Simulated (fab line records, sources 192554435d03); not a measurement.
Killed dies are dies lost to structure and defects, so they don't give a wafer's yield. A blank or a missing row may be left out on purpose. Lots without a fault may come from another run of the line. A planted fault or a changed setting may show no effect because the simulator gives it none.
A struck lot beside a sound one | flow n5_finfet | 22 steps out of a route of 1938
Sound: wafers L298.2, L298.4, L298.6. Struck: wafers L285.1, L285.2, L285.5. The cause comes at the end.
At each step with rows: each side's tool, then ch and its chambers, then its first start. Under that, the readings that differ: sound wafers | struck wafers | difference of the means | sigmas: that difference in standard deviations of wafers without a fault.
alike: readings whose means differ by less than 2 such deviations, and words and numbers that are the same on both sides. not compared: withheld readings, readings that some wafer has no value for, bounds like >300 that may hide the same value, and numbers for which the record gives no deviation and whose values overlap.
The two part at a step that has a row with sigmas, a row that says differs or no value, or rows on one side only. Numbers that don't overlap but have no deviation are shown without sigmas and don't part them. A reading that every wafer of one side lacks parts them only if that side has two wafers or more.

first, 11 steps without rows for these wafers: N5_BEOL_M0_SAQP_RECESS_104 (chemistry HF/NH3, target SiO2, target depth 18 nm, afs cycles 3, sublimation time 60 s); N5_BEOL_M0_SAQP_COAT_105 (time 60 s, resist thk 100 nm); N5_BEOL_M0_SAQP_ETCH_106 (etches SOC in N2/H2, stops on SiNx, target depth 150 nm); N5_BEOL_M0_SAQP_ETCH_107 (etches SiNx in CH3F/O2, target depth 30 nm); N5_BEOL_M0_SAQP_STRIP_108 (strips in N2/H2); N5_BEOL_M0_SAQP_RECESS_109 (chemistry HF/NH3, target SiO2, target depth 3 nm, afs cycles 1, sublimation time 60 s); N5_BEOL_M0_SAQP_SPACER2_ALD_26 (deposits SiO2, target thk 15 nm, pulse time 1 s, purge time 2 s); N5_BEOL_M0_SAQP_SPACER2_ETCHBACK_27 (etches SiO2 in CHF3/O2, target depth 22.5 nm, time 11.25 s); N5_BEOL_M0_SAQP_MANDREL2_REMOVE_110 (chemistry HBr/Cl2/O2, target a-Si, stops on SiCN, bt time 10 s); N5_BEOL_M0_SAQP_COAT_69 (time 60 s, resist thk 90 nm); N5_BEOL_M0_SAQP_COAT_72 (time 60 s, resist thk 15 nm).
N5_BEOL_M0_SAQP_COAT_87: time 60 s, resist thk 5 nm.
  sound on litho_track-03 ch 0, day 10 00:08; struck on litho_track-01 ch 0, day 6 22:47
  reading              | sound                | struck               | difference | sigmas
  spin_speed_rpm (rpm) | 1500.9 1499.9 1500.0 | 1381.0 1378.9 1380.2 | -120.2     | -99 or more
then, 7 steps without rows for these wafers: N5_BEOL_M0_SAQP_COAT_34 (resist thk 30 nm); N5_BEOL_M0_SAQP_EBR_36; N5_BEOL_M0_SAQP_SOFTBAKE_35 (time 60 s); N5_BEOL_M0_SAQP_EXPOSE_37 (exposes mask M0 CUT1, target cd 30 nm); N5_BEOL_M0_SAQP_PEB_38 (peb time 60 s); N5_BEOL_M0_SAQP_DEVELOP_39 (develop time 30 s); N5_BEOL_M0_SAQP_DESCUM_45 (chemistry O2, time 7 s).
N5_BEOL_M0_SAQP_ETCH_88: etches underlayer in N2/H2, target depth 6.5 nm, time 5.2 s.
  sound on rie_diel-06 ch 1,3, day 10 00:35; struck on rie_diel-01 ch 0,3, day 6 23:20
  reading                  | sound          | struck            | difference | sigmas
  etch_rf_on_time_s (s)    | 5.05 5.20 5.09 | 5.29 5.35 5.34    | +0.21      | +3
  model.etch.depth_nm (nm) | 4.995 4.986 5  | 5.219 5.208 5.217 | +0.221     |
  alike: drypump_motor_current_A, oes_product_au, rf_vpp_V, showerhead_plenum_p_Torr, throttle_valve_pct
  not compared: rf_hours_counter_h
then, 1 step without rows for these wafers: N5_BEOL_M0_SAQP_ETCH_73 (etches SiARC in CF4, target depth 19.5 nm, time 32.5 s).
-- the record jumps here: 3 days lie between the struck wafers' starts before and after (it left off in module BEOL_M0_SAQP and takes up again in module BEOL_M4, whose first step shown is number 1111 of the route) --
N5_BEOL_M4_RC_MEAS_101:
  sound on prober-02 ch 0, day 13 14:23; struck on prober-01 ch 0, day 9 16:26
  alike: DIBL_N, DIBL_P, IOFF_N, IOFF_P, ION_N, ION_P, SS_N, SS_P, VT_N, VT_P

WHERE THEY PART
First at N5_BEOL_M0_SAQP_COAT_87; last, within this record, at N5_BEOL_M0_SAQP_ETCH_88. Later steps at which nothing parts them and some readings are alike: N5_BEOL_M4_RC_MEAS_101.

WHY: what the simulator had put in
Process parameter drift: litho_track-01, from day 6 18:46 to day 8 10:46, at N5_BEOL_M0_SAQP_COAT_87. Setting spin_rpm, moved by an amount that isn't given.
